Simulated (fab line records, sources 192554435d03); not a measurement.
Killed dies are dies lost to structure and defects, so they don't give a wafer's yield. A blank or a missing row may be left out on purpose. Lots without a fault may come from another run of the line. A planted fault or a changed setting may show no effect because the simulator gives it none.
Chamber matching | flow n5_finfet | N5_BEOL_M10_CMP_52 on cmp-03: 4 sister chambers
The step polishes, stops on SiCOH lowk, t overpolish 7 s, target thk 140 nm. 8 wafers are shown with their chamber, then 9 later ones without.

WAFERS WITH THEIR CHAMBER
wafer  | chamber | motor_current_A (A) | barrier_field_endpoint_s (s)
L080.6 | 2       | 5.3                 | 29.8
L083.6 | 0       | 5.1                 | 28.6
L084.3 | 3       | 6.5                 | 28.8
L084.4 | 0       | 4.9                 | 28.4
L084.5 | 1       | 6.2                 | 28.4
L086.2 | 3       | 6.4                 | 28.9
L086.4 | 2       | 5.6                 | 29.8
L086.6 | 1       | 6.2                 | 28.6

WAFERS WITHOUT THEIR CHAMBER
wafer  | motor_current_A (A) | barrier_field_endpoint_s (s)
L087.1 | 6.3                 | 29.3
L087.4 | 5.1                 | 29.3
L087.6 | 5.5                 | 30.7
L092.2 | 5.2                 | 28.4
L092.3 | 6.5                 | 28.7
L092.4 | 5.2                 | 29.2
L093.1 | 5.2                 | 28.7
L093.3 | 6.1                 | 28.5
L093.4 | 6.6                 | 29.6

WHICH CHAMBER EACH WENT THROUGH
wafer  | from the rows above     | in truth
L087.1 | 3                       | 3
L087.4 | 2                       | 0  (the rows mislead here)
L087.6 | 2                       | 2
L092.2 | 0                       | 0
L092.3 | can't be placed: 3 or 1 | 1
L092.4 | can't be placed: 2 or 0 | 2
L093.1 | 0                       | 0
L093.3 | 1                       | 1
L093.4 | can't be placed: 3 or 2 | 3
Placed correctly: 5 of 9. Can't be placed from these rows: 3 (the true chamber is among the candidates in 3). Placed wrongly: 1.
How it was worked out, from the rows above alone: a wafer's distance from a chamber is the root of the sum, over the readings, of the square of ((its reading less the chamber's mean) divided by the reading's scatter). The wafer belongs to the nearest chamber; if the next one is less than 2 further off, it can't be placed. A chamber's mean is the mean of its shown wafers. The scatter: the root of (the sum of the squares of (reading less its chamber's mean) over the shown wafers, divided by (wafers less chambers)).
